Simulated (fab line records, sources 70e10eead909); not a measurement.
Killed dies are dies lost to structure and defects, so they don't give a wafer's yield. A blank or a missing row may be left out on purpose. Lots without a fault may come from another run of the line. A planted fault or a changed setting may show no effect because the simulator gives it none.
Chamber matching | flow nand_harc | NHARC_A_WL_FILL_STRIP_29 on rie_diel-13: 4 sister chambers
The step strips in O2, time 20 s. 8 wafers are shown with their chamber, then 10 later ones without.

WAFERS WITH THEIR CHAMBER
wafer  | chamber | showerhead_plenum_p_Torr (Torr) | oes_product_au (a.u.)
L082.3 | 2       | 3.46                            | 1.000
L085.3 | 0       | 3.59                            | 0.997
L089.1 | 1       | 3.74                            | 1.000
L090.1 | 1       | 3.74                            | 0.993
L090.4 | 2       | 3.46                            | 0.989
L090.6 | 3       | 3.74                            | 0.997
L091.1 | 3       | 3.74                            | 0.993
L091.2 | 0       | 3.58                            | 1.015

WAFERS WITHOUT THEIR CHAMBER
wafer  | showerhead_plenum_p_Torr (Torr) | oes_product_au (a.u.)
L091.4 | 3.74                            | 0.999
L092.2 | 3.74                            | 1.004
L092.4 | 3.58                            | 1.008
L092.6 | 3.58                            | 1.009
L094.1 | 3.74                            | 0.992
L094.4 | 3.46                            | 1.001
L094.5 | 3.74                            | 1.007
L096.2 | 3.74                            | 0.995
L096.4 | 3.58                            | 0.999
L096.6 | 3.74                            | 0.995

WHICH CHAMBER EACH WENT THROUGH
wafer  | from the rows above     | in truth
L091.4 | can't be placed: 1 or 3 | 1
L092.2 | can't be placed: 1 or 3 | 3
L092.4 | 0                       | 0
L092.6 | 0                       | 0
L094.1 | can't be placed: 3 or 1 | 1
L094.4 | 2                       | 2
L094.5 | can't be placed: 1 or 3 | 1
L096.2 | can't be placed: 3 or 1 | 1
L096.4 | 0                       | 0
L096.6 | can't be placed: 3 or 1 | 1
Placed correctly: 4 of 10. Can't be placed from these rows: 6 (the true chamber is among the candidates in 6). Placed wrongly: 0.
How it was worked out, from the rows above alone: a wafer's distance from a chamber is the root of the sum, over the readings, of the square of ((its reading less the chamber's mean) divided by the reading's scatter). The wafer belongs to the nearest chamber; if the next one is less than 2 further off, it can't be placed. A chamber's mean is the mean of its shown wafers. The scatter: the root of (the sum of the squares of (reading less its chamber's mean) over the shown wafers, divided by (wafers less chambers)).
